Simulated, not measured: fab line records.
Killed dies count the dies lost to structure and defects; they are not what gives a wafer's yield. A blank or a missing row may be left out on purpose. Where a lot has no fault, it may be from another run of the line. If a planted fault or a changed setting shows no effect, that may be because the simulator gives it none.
Struck lot and sound lot, side by side | flow nand harc | 14 out of 1159 route steps
Sound: wafers L155.2, L155.3, L155.5. Wafers L151.2, L151.4, L151.5 were the ones struck. The cause is named last.
For every step that has rows: the tool of each side, followed by ch and its chambers, followed by its first start. Under that, the readings that differ: sound wafers | struck wafers | difference of the means | sigmas: that difference in standard deviations of wafers without a fault.
alike: same words and numbers on both sides, and readings whose means sit less than 2 such deviations apart. not compared: any withheld reading, any reading some wafer has no value for, any bound like >300 that may hide the same value, and any number with overlapping values for which the record gives no deviation.
A row with sigmas, a row that says differs or no value, or rows on one side alone: a step with any of these is where the two part. When numbers do not overlap yet have no deviation, they are printed without sigmas and do not part them. A reading missing from all wafers of one side parts the sides only when that side holds two or more wafers.

NHARC_P_CONTACT_CD_MEAS_19:
  sound: cd sem-01 at day 11 04:54; struck: cd sem-03 at day 10 07:10
  alike: cd nm
NHARC_P_CONTACT_STRIP_28: strips in O2.
  sound on rie diel-07 ch 0,1, day 11 04:59; struck on rie diel-06 ch 1,3, day 10 07:14
  alike: drypump motor current A, oes product au, rf vpp V, showerhead plenum p Torr, throttle valve pct
  not compared: rf hours counter h
then, 1 step without rows for these wafers: NHARC_P_CONTACT_STRIP_29 (strips in post etch residue remover, time 1200 s).
NHARC_P_CONTACT_DEGAS_38: time 60 s.
  sound: pvd sputter-02 at day 11 05:38; struck: pvd sputter-03 at day 10 07:52
  alike: heater power w
then, 1 step without rows for these wafers: NHARC_P_CONTACT_PRE_CLEAN_39 (time 19.5 s).
NHARC_P_CONTACT_PVD_32: deposits Ti, target thk 5 nm, time 17.7 s.
  sound on pvd sputter-02; struck on pvd sputter-03
  alike: throttle valve pct
then, 1 step without rows for these wafers: NHARC_P_CONTACT_ALD_22 (deposits TiN, target thk 3 nm, pulse time 1 s, ald cycles 150).
NHARC_P_CONTACT_CVD_23: deposits W, target thk 200 nm, time 557 s.
  sound: cvd w-02 ch 0,1; struck: cvd w-01 ch 0,1
  alike: heater power w, throttle valve pct
NHARC_P_CONTACT_CMP_24: polishes, t overpolish 30 s, target thk 200 nm.
  sound on cmp-02 ch 0,1, day 11 06:47; struck on cmp-03 ch 1,2, day 10 08:58
  alike: motor current A, overpolish run s, slurry flow ml min, time to endpoint s
after that, 1 step had no rows for these wafers: NHARC_P_CONTACT_SRD_26.
NHARC_P_CONTACT_INSPECT_27:
  sound: defect inspect-01 at day 11 07:11; struck: defect inspect-02 at day 10 09:23
  alike: raw defect count
NHARC_P_M0_DEP_00: deposits SiOC, target thk 150 nm.
  sound on pecvd-03 ch 0,1,2, day 11 07:16; struck on pecvd-03 ch 0,2, day 10 09:57
then, 1 step without rows for these wafers: NHARC_P_M0_DEHYDRATE_01 (time 120 s).
-- break in the record here, with 13 days between the starts of the struck wafers on either side (left off in module P_M0, picked up again in module END, where the first step shown is number 1159 on the route) --
NHARC_END_SORT_01:
  only the struck wafers appear in the record here, on prober-02 ch 0 at day 23 20:58; the sound ones have no rows

== WHERE THEY PART ==
Within this record, at NHARC_END_SORT_01 only.

WHY: what the simulator had put in
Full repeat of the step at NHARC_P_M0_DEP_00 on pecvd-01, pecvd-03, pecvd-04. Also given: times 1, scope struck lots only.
